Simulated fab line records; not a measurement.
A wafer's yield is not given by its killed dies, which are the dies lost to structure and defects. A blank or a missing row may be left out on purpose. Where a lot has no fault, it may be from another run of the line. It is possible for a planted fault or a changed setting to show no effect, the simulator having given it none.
fab line records -- flow n5Finfet
record lots=9, wafers=27, lastDay=18
route steps=1938 shown BEOL_M11@1579 BEOL_M12@1616 PASSIVATION@1936
lots untouched by any fault: they come from a run of this same line in which no faults occurred
startH: the number of hours between the record's first day and the start of the first shown wafer of the lot -- waitH: time in hours since the lot's previous step -- " unchanged from the row above -- L1.1+2: a row that stands for several wafers -- - no value present, or no start provided -- * or withheld: withheld -- < > ~ a bound
route shown NAME@n: a module of which the file shows steps, and the number in the route of the first -- usual: average and standard deviation across the fault-free wafers -- same: alike in all rows -- chamber/n: place in a boat -- sites: readings site by site -- _std_site: the values' standard deviation -- _edge_site: mean of outer sites minus mean of inner sites -- radiusMm: how far each site lies from the wafer's centre -- mask NAME#n: copy n -- behind: the tool/chamber that last shaped the wafer -- hold: reason for holding the lot/hours on hold/outcome of the hold -- device: transistor that didn't switch, given as n, p or np -- end of line: tests run on the same wafers once the route is complete -- a step without rows: its recipe alone -- killed: dies that structure and defects cost at the first sort, which is not the same as the wafer's yield -- map: the dies of a wafer, with x for killed, . for not killed, _ for no die there
set.NAME: the setting as run; set.NAME@STEP: as run at that earlier step -- model.NAME: the simulator's own value behind a step, which no gauge read
route steps across a sampled set of lots; one table per step, one row per wafer
services: from which hour (startH, from the record's first day; less than 0 if before it) a tool's chamber was out of use, for how many hours, and why
## steps
# step N5_BEOL_M11_ETCH_41
# recipe chemistry=CH3F/O2, target=SiCN, targetDepthA=426, taperDeg=2, timeS=86, ionEnergyEv=120, maskMaterial=TiN, pressureMtorr=30, sourceW=395, biasW=75, Ar_flow_sccm=150, CH3F_flow_sccm=30, O2_flow_sccm=20
# usual drypumpMotorCurrentA=5.7/0.34, oesProductAu=0.82/0.098, rfFwdPowerW=392.7/1.4, rfVppV=297.4/1.2, showerheadPlenumPTorr=2.01/0.061, throttleValvePct=16.18/0.21
lot.wafer,tool,chamber,startH,waitH,drypumpMotorCurrentA,oesProductAu,rfFwdPowerW,rfHoursCounterH,rfVppV,showerheadPlenumPTorr,throttleValvePct
L315.4,rieDiel-04,3,-,-,5.9,0.93,393.2,9,298.2,2.05,16.13
L315.5,rieDiel-04,0,-,-,5.7,1.00,390.2,-,298.8,2.06,16.05
L315.6,rieDiel-04,3,-,-,5.9,0.92,393.6,-,296.6,2.05,16.13
L318.1,rieDiel-05,2,-,-,5.9,0.70,393.3,232,297.0,1.98,16.44
L318.2,rieDiel-05,1,-,-,5.2,0.74,394.1,163,297.9,2.00,16.13
L318.5,rieDiel-05,0,-,-,5.4,0.87,390.9,-,298.9,2.14,16.31
L321.2,rieDiel-04,3,-,-,5.9,0.89,394.1,28,298.5,2.05,16.18
L321.5,rieDiel-04,3,-,-,5.9,0.88,392.5,-,297.2,2.05,16.17
L321.6,rieDiel-04,0,-,-,5.6,0.93,391.5,-,298.2,2.05,16.08
L328.3,rieDiel-01,3,-,-,5.6,0.70,392.8,182,295.2,1.89,16.15
L328.4,rieDiel-01,2,-,-,5.4,0.95,394.1,5,297.0,1.98,16.37
L328.5,rieDiel-01,1,-,-,5.5,0.71,393.2,-,297.1,1.97,16.35
L327.3,rieDiel-04,0,-,-,5.6,0.90,390.3,31,298.7,2.05,16.14
L327.4,rieDiel-04,1,-,-,6.3,0.98,393.3,9,299.0,2.04,16.10
L327.5,rieDiel-04,3,-,-,5.9,0.87,394.1,-,298.0,2.04,16.20
L325.2,rieDiel-05,0,-,-,5.4,0.85,392.9,57,299.4,2.14,16.33
L325.4,rieDiel-05,1,-,-,5.2,0.72,390.8,181,296.7,1.99,16.15
L325.6,rieDiel-05,0,-,-,5.4,0.85,390.3,-,298.4,2.14,16.32
L335.1,rieDiel-04,0,-,-,5.6,0.88,392.1,49,298.5,2.04,16.17
L335.5,rieDiel-04,3,-,-,5.9,0.84,394.1,-,296.8,2.04,16.22
L335.6,rieDiel-04,2,-,-,6.2,0.81,394.9,-,295.7,1.93,15.81
L338.2,rieDiel-05,0,-,-,5.4,0.81,390.7,78,297.7,2.13,16.38
L338.4,rieDiel-05,2,-,-,5.8,0.90,392.5,9,296.2,1.97,16.04
L338.5,rieDiel-05,1,-,-,5.2,0.69,392.4,-,297.1,1.98,16.20
L337.1,rieDiel-01,2,-,-,5.4,0.89,395.6,30,297.0,1.97,16.43
L337.2,rieDiel-01,3,-,-,5.7,0.68,393.5,206,296.7,1.88,16.20
L337.4,rieDiel-01,0,-,-,5.3,0.76,393.5,129,297.8,2.01,16.39
# step N5_BEOL_M11_OCD_MEAS_38
# usual trenchDepthNm=148/3.3
lot.wafer,tool,chamber,startH,waitH,trenchDepthNm
L315.4,ocd-02,-,232.46,-,148
L315.5,ocd-02,-,232.46,-,150
L315.6,ocd-02,-,232.46,-,147
L318.1,ocd-02,-,244.04,-,146
L318.2,ocd-02,-,244.04,-,148
L318.5,ocd-02,-,244.04,-,148
L321.2,ocd-02,-,283.93,-,149
L321.5,ocd-02,-,283.93,-,146
L321.6,ocd-02,-,283.93,-,150
L328.3,ocd-01,-,308.35,-,145
L328.4,ocd-01,-,308.35,-,149
L328.5,ocd-01,-,308.35,-,149
L327.3,ocd-01,-,311.10,-,149
L327.4,ocd-01,-,311.10,-,153
L327.5,ocd-01,-,311.10,-,147
L325.2,ocd-01,-,313.33,-,150
L325.4,ocd-01,-,313.33,-,148
L325.6,ocd-01,-,313.33,-,151
L335.1,ocd-01,-,368.33,-,148
L335.5,ocd-01,-,368.33,-,148
L335.6,ocd-01,-,368.33,-,151
L338.2,ocd-01,-,377.61,-,148
L338.4,ocd-01,-,377.61,-,146
L338.5,ocd-01,-,377.61,-,145
L337.1,ocd-01,-,381.22,-,147
L337.2,ocd-01,-,381.22,-,143
L337.4,ocd-01,-,381.22,-,147
# step N5_BEOL_M11_CMP_52
# recipe stopOn=SiCOH_lowk, tOverpolishS=7, downForcePsi=1, platenRpm=50, clearingPlatenDownForcePsi=1.5, clearingPlatenRpm=50, postCmpClean=cuAlkaline, targetThkNm=140, clearingPlatenPadVelocityMS=0.99484, padVelocityMS=0.99484
# usual barrierFieldEndpointS=29.1/0.74, motorCurrentA=5.6/0.69, overpolishRunS=7.000/0.0084, slurryFilterDpKPa=13.52/0.12, timeToEndpointS=67/3.5
lot.wafer,tool,chamber,startH,waitH,barrierFieldEndpointS,motorCurrentA,overpolishRunS,slurryFilterDpKPa,timeToEndpointS
L315.4,cmp-02,1,234.59,0.2,28.5,6.2,6.997,13.23,62
L315.6,cmp-02,3,234.59,0.2,28.7,5.4,7.005,13.44,59
L315.5,cmp-02,0,234.59,0.2,30.5,4.8,6.975,13.68,66
L318.2,cmp-03,1,246.47,0.2,29.2,5.9,7.014,13.39,64
L318.1,cmp-03,3,246.47,0.2,28.1,6.7,7.006,13.65,60
L318.5,cmp-03,1,246.47,0.2,29.4,5.8,7.000,13.52,65
L321.2,cmp-03,2,285.87,0.3,29.9,4.6,7.001,13.43,72
L321.5,cmp-03,0,285.87,0.3,29.6,5.4,6.996,13.49,71
L321.6,cmp-03,1,285.87,0.3,30.7,6.3,7.009,13.48,73
L328.4,cmp-04,1,311.09,0.2,29.6,5.1,6.984,13.21,75
L328.3,cmp-04,2,311.09,0.2,30.1,5.4,6.992,13.39,75
L328.5,cmp-04,3,311.09,0.2,29.8,6.6,7.001,13.56,72
L327.3,cmp-03,1,314.47,0.2,29.3,5.8,6.991,13.31,64
L327.4,cmp-03,2,314.47,0.2,29.1,4.4,7.012,13.56,69
L327.5,cmp-03,0,314.47,0.2,29.4,5.4,7.001,13.39,65
L325.4,cmp-03,1,315.73,0.2,30.1,6.5,7.000,13.41,64
L325.2,cmp-03,2,315.73,0.2,28.9,4.6,6.984,13.50,66
L325.6,cmp-03,0,315.73,0.2,29.2,5.4,7.007,13.68,62
L335.1,cmp-03,0,371.62,0.3,28.4,5.7,7.002,13.59,65
L335.6,cmp-03,3,371.62,0.3,28.5,6.2,7.004,13.45,63
L335.5,cmp-03,0,371.62,0.3,28.8,5.5,7.016,13.43,65
L338.4,cmp-02,2,380.06,0.1,28.8,6.0,6.998,13.61,66
L338.2,cmp-02,1,380.06,0.1,28.4,6.1,7.004,13.87,64
L338.5,cmp-02,2,380.06,0.1,29.9,6.1,6.998,13.58,72
L337.1,cmp-04,1,383.74,0.3,29.6,5.2,7.006,13.73,72
L337.4,cmp-04,2,383.74,0.3,29.8,4.9,6.993,13.69,72
L337.2,cmp-04,0,383.74,0.3,27.6,5.1,7.005,13.46,60
# step N5_BEOL_M12_ETCH_59
# recipe chemistry=N2/H2, target=BARC, targetDepthA=890, overetchA=267, timeS=67.9, ionEnergyEv=200, pressureMtorr=30, sourceW=840, biasW=150, n2FlowSccm=200, h2FlowSccm=200
# usual drypumpMotorCurrentA=5.7/0.5, h2FlowSccm=200.0/0.63, oesProductAu=0.67/0.04, rfFwdPowerW=834/3.1, rfVppV=523.5/2.2, showerheadPlenumPTorr=2.53/0.076, throttleValvePct=17.78/0.27
lot.wafer,tool,chamber,startH,waitH,drypumpMotorCurrentA,h2FlowSccm,oesProductAu,rfFwdPowerW,rfHoursCounterH,rfVppV,showerheadPlenumPTorr,throttleValvePct
L315.4,rieDiel-03,1,235.55,0.0,6.1,199.5,0.74,828,60,524.9,2.58,17.61
L315.5,rieDiel-03,0,235.55,0.0,5.5,199.6,0.69,832,-,528.1,2.67,17.34
L315.6,rieDiel-03,1,235.55,0.0,6.1,200.2,0.74,833,-,524.8,2.58,17.61
L318.1,rieDiel-03,0,247.60,0.0,5.5,199.5,0.69,834,94,526.4,2.67,17.35
L318.2,rieDiel-03,3,247.60,0.0,6.0,200.4,0.63,835,156,525.0,2.53,17.78
L318.5,rieDiel-03,0,247.60,0.0,5.4,198.9,0.69,836,-,527.4,2.67,17.33
L321.2,rieDiel-03,2,286.96,0.0,5.6,200.7,0.71,832,67,524.3,2.57,17.41
L321.5,rieDiel-03,2,286.96,0.0,5.6,199.7,0.70,827,-,524.8,2.57,17.41
L321.6,rieDiel-03,1,286.96,0.0,6.1,199.5,0.72,830,-,525.9,2.58,17.67
L328.3,rieDiel-06,2,312.05,0.0,5.4,201.0,0.67,831,139,521.7,2.44,17.77
L328.4,rieDiel-06,3,312.05,0.0,6.6,200.2,0.65,833,133,524.0,2.56,18.20
L328.5,rieDiel-06,3,312.05,0.0,6.6,200.3,0.65,836,-,523.3,2.56,18.18
L327.3,rieDiel-03,1,315.56,0.0,6.1,199.9,0.71,835,89,525.0,2.57,17.66
L327.4,rieDiel-03,0,315.56,0.0,5.5,200.3,0.66,840,120,527.0,2.66,17.37
L327.5,rieDiel-03,0,315.56,0.0,5.5,199.8,0.68,836,-,526.9,2.66,17.35
L325.2,rieDiel-06,2,316.73,0.0,5.4,200.2,0.67,835,141,521.3,2.44,17.77
L325.4,rieDiel-06,0,316.73,0.0,6.2,199.5,0.70,834,82,521.5,2.46,17.89
L325.6,rieDiel-06,3,316.73,0.0,6.6,199.3,0.65,839,-,523.4,2.56,18.18
L335.1,rieDiel-03,1,372.62,0.0,6.1,200.2,0.70,835,108,524.4,2.56,17.69
L335.5,rieDiel-03,2,372.62,0.0,5.6,201.2,0.68,836,-,525.1,2.55,17.45
L335.6,rieDiel-03,1,372.62,0.0,6.1,200.2,0.70,835,-,523.4,2.56,17.68
L338.2,rieDiel-06,1,381.14,0.0,4.8,199.4,0.60,835,233,518.8,2.39,18.03
L338.4,rieDiel-06,3,381.14,0.0,6.6,200.2,0.64,842,155,524.2,2.55,18.24
L338.5,rieDiel-06,1,381.14,0.0,4.8,199.5,0.59,837,-,519.5,2.39,18.01
L337.1,rieDiel-02,0,384.89,0.0,5.4,201.2,0.59,829,227,522.5,2.51,18.19
L337.2,rieDiel-02,1,384.89,0.0,5.1,199.4,0.66,837,114,520.5,2.45,18.04
L337.4,rieDiel-02,3,384.89,0.0,5.4,200.5,0.61,835,215,525.2,2.62,17.96
# step N5_BEOL_M12_STRIP_63
# recipe chemistry=N2/H2, powerW=1000, tempC=250, h2Frac=0.65, overashFraction=0.3, pressureMtorr=1000, n2FlowSccm=1750, h2FlowSccm=3250
# usual drypumpMotorCurrentA=5.6/0.36, h2FlowSccm=3250/9.5, heaterPowerW=313/13, oesProductAu=0.694/0.004, stripTimeToEndpointS=42.9/0.87, tempC=249.96/0.16
lot.wafer,tool,chamber,startH,waitH,drypumpMotorCurrentA,h2FlowSccm,heaterPowerW,oesProductAu,rfHoursCounterH,stripTimeToEndpointS,tempC
L315.4,plasmaAsher-02,1,235.82,-,5.2,3253,323,0.701,-,42.2,249.71
L315.5,plasmaAsher-02,1,235.82,-,5.1,3257,311,0.696,-,42.2,249.86
L315.6,plasmaAsher-02,0,235.82,-,5.8,3268,323,0.697,-,42.1,250.08
L318.1,plasmaAsher-02,1,247.85,-,5.1,3250,319,0.686,125,42.5,250.04
L318.2,plasmaAsher-02,0,247.85,-,5.8,3249,323,0.690,125,43.8,250.17
L318.5,plasmaAsher-02,1,247.85,-,5.1,3244,321,0.695,-,42.3,250.06
L321.2,plasmaAsher-01,0,287.21,-,6.1,3255,314,0.697,76,43.7,249.84
L321.5,plasmaAsher-01,1,287.21,-,5.4,3253,290,0.692,-,42.4,250.07
L321.6,plasmaAsher-01,0,287.21,-,6.0,3247,314,0.685,-,42.9,250.02
L328.3,plasmaAsher-02,0,312.33,-,5.8,3257,326,0.691,-,44.3,249.97
L328.4,plasmaAsher-02,1,312.33,-,5.1,3247,314,0.693,-,42.9,249.97
L328.5,plasmaAsher-02,0,312.33,-,5.8,3260,321,0.694,-,41.6,249.84
L327.3,plasmaAsher-01,0,315.83,-,6.0,3241,317,0.691,-,43.5,249.84
L327.4,plasmaAsher-01,1,315.83,-,5.4,3232,299,0.687,-,42.7,249.88
L327.5,plasmaAsher-01,0,315.83,-,6.0,3255,313,0.693,-,41.7,249.90
L325.2,plasmaAsher-01,0,316.98,-,6.0,3243,328,0.697,82,43.7,249.95
L325.4,plasmaAsher-01,1,316.98,-,5.4,3240,294,0.697,-,42.4,250.08
L325.6,plasmaAsher-01,1,316.98,-,5.4,3250,290,0.689,-,43.0,250.12
L335.1,plasmaAsher-01,1,372.87,-,5.4,3258,288,0.689,94,44.0,250.27
L335.5,plasmaAsher-01,1,372.87,-,5.4,3263,288,0.676,-,30.3,249.91
L335.6,plasmaAsher-01,0,372.87,-,6.0,3260,315,0.673,-,31.5,250.05
L338.2,plasmaAsher-02,1,381.39,-,5.1,3249,313,0.696,151,44.3,250.11
L338.4,plasmaAsher-02,1,381.39,-,5.1,3260,320,0.687,-,43.0,250.11
L338.5,plasmaAsher-02,0,381.39,-,5.8,3251,319,0.695,-,43.3,250.04
L337.1,plasmaAsher-02,0,385.15,-,5.8,3266,325,0.692,151,43.4,250.04
L337.2,plasmaAsher-02,1,385.15,-,5.1,3280,312,0.701,151,43.1,249.81
L337.4,plasmaAsher-02,1,385.15,-,5.1,3258,317,0.701,-,41.9,249.81
# step N5_BEOL_M12_CD_MEAS_17
# recipe targetCdNm=140, polarity=opening
# usual cdNm=140.1/2.7
lot.wafer,tool,chamber,startH,waitH,cdNm
L315.4,cdSem-01,-,236.01,0.0,143.6
L315.5,cdSem-01,-,236.01,0.0,142.5
L315.6,cdSem-01,-,236.01,0.0,144.1
L318.1,cdSem-02,-,248.06,0.0,141.7
L318.2,cdSem-02,-,248.06,0.0,141.2
L318.5,cdSem-02,-,248.06,0.0,142.8
L321.2,cdSem-01,-,287.42,0.0,140.7
L321.5,cdSem-01,-,287.42,0.0,140.0
L321.6,cdSem-01,-,287.42,0.0,139.2
L328.3,cdSem-01,-,312.52,0.0,138.8
L328.4,cdSem-01,-,312.52,0.0,133.6
L328.5,cdSem-01,-,312.52,0.0,139.2
L327.3,cdSem-03,-,316.03,0.0,141.2
L327.4,cdSem-03,-,316.03,0.0,142.5
L327.5,cdSem-03,-,316.03,0.0,143.8
L325.2,cdSem-03,-,317.19,0.0,142.2
L325.4,cdSem-03,-,317.19,0.0,144.3
L325.6,cdSem-03,-,317.19,0.0,139.3
L335.1,cdSem-01,-,373.08,0.0,142.0
L335.5,cdSem-01,-,373.08,0.0,146.1
L335.6,cdSem-01,-,373.08,0.0,149.0
L338.2,cdSem-02,-,381.60,0.0,138.7
L338.4,cdSem-02,-,381.60,0.0,135.3
L338.5,cdSem-02,-,381.60,0.0,133.9
L337.1,cdSem-03,-,385.35,0.0,136.4
L337.2,cdSem-03,-,385.35,0.0,134.2
L337.4,cdSem-03,-,385.35,0.0,142.0
# step N5_PASSIVATION_PROBE_49
# usual defectLimitedYield=91.0/1.5, killed_at_M0_to_M3=33/9.4, killed_at_M4_up=14/4.8, killedAtContacts=13/7.3, killedAtFrontEnd=43/13, killedAtOther=3.6/2.9, killedDies=106/18, killedOpen=69/13, killedShort=35/8.2, sort_bin_5_function=5.3/1, sort_bin_6_memory=3.3/0.68, sortNPass=1074/18, sortYieldPct=91.0/1.5
# same grossDies=1180, killedAtBackSide=0, sort_bin_4_leakage[%]=0, sort_bin_8_speed[%]=0
lot.wafer,tool,chamber,startH,waitH,defectLimitedYield[%],killed_at_M0_to_M3,killed_at_M4_up,killedAtContacts,killedAtFrontEnd,killedAtOther,killedDies,killedOpen,killedShort,sort_bin_5_function[%],sort_bin_6_memory[%],sortNPass,sortYieldPct[%]
L328.3,prober-01,-,358.20,0.1,90.9,28,17,14,44,4,107,73,30,5.4,3.1,1073,90.9
L328.4,prober-01,-,358.25,0.2,89.5,37,22,3,55,7,124,90,33,6.4,3.9,1056,89.5
L328.5,prober-01,-,358.30,0.2,90.5,26,17,19,50,0,112,80,26,4.7,3.9,1068,90.5
# killed by level:class
L328.3 FIN_SAQP:geometricParticle:open=16 MOL_CONTACT_COAG:geometricParticle:open=12 BEOL_M3:geometricParticle:open=7 FIN_SAQP:geometricParticle:short=6 BEOL_M0_SAQP:geometricParticle:open=5 BEOL_M2:geometricParticle:open=5 STARTING-WAFER:geometricParticle:short=4 STI_FIN_REVEAL:geometricParticle:open=4
L328.4 FIN_SAQP:geometricParticle:open=25 BEOL_M4:geometricParticle:open=12 STI_FIN_REVEAL:geometricParticle:open=9 BEOL_M0_SAQP:geometricParticle:open=7 BEOL_M1:geometricParticle:open=7 BEOL_M2:geometricParticle:open=7 BEOL_M3:geometricParticle:open=6 FIN_SAQP:geometricParticle:short=5
L328.5 FIN_SAQP:geometricParticle:open=16 MOL_CONTACT_COAG:geometricParticle:open=16 STI_FIN_REVEAL:geometricParticle:open=11 BEOL_M4:geometricParticle:open=10 BEOL_M1:geometricParticle:open=7 BEOL_M0_SAQP:geometricParticle:open=6 HKMG_FIN:areaEtch=6 BEOL_M0_SAQP:geometricParticle:short=5
## services
tool,chamber,startH,hours,kind
cmp-03,-,217.35,4.0,repair
rieDiel-01,3,226.04,5.8,repair
cmp-03,-,227.05,4.2,repair
rieDiel-01,2,236.17,32.3,repair
cmp-02,-,236.73,2.3,repair
rieDiel-01,-,236.82,0.8,repair
rieDiel-06,3,237.05,5.0,repair
plasmaAsher-02,-,253.82,1.1,repair
rieDiel-04,1,253.83,13.9,repair
cmp-02,-,263.21,4.0,pm
rieDiel-01,1,279.30,8.4,repair
rieDiel-01,3,286.15,4.1,repair
rieDiel-04,3,287.19,4.6,repair
cmp-04,-,289.99,2.2,pm
rieDiel-05,-,295.90,14.6,pm
cmp-03,-,297.84,1.4,repair
rieDiel-03,3,307.60,7.1,repair
cmp-03,-,329.41,1.3,repair
plasmaAsher-02,-,332.03,3.5,repair
rieDiel-06,2,362.62,4.0,repair
cmp-03,-,368.18,1.9,repair
plasmaAsher-02,-,370.87,2.1,repair
rieDiel-03,0,379.04,8.9,repair
rieDiel-04,-,382.56,2.8,pm
## key
firstSign step=N5_BEOL_M12_STRIP_63, reading=stripTimeToEndpointS, direction=down, sigmas=14, usual=*, struck=*
effect step=N5_BEOL_M12_STRIP_63, reading=oesProductAu, direction=down, sigmas=4.7, usual=0.694, struck=0.675
effect step=N5_BEOL_M12_CD_MEAS_17, reading=cdNm, direction=up, sigmas=2.7, usual=140.1, struck=147.5
metAt N5_BEOL_M12_ETCH_59
struckLots L335
struckWafers L335.5,L335.6
notActingAt N5_BEOL_M11_ETCH_41,N5_BEOL_M11_OCD_MEAS_38,N5_BEOL_M11_CMP_52
onsetBetween 315.56 372.62
fault kind=processParameterDrift, tool=rieDiel-03, chamber=-, onsetH=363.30, steps=N5_BEOL_M12_ETCH_59, channel=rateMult, offset=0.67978, shape=step, endH=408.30, scope=struckWafersOnly
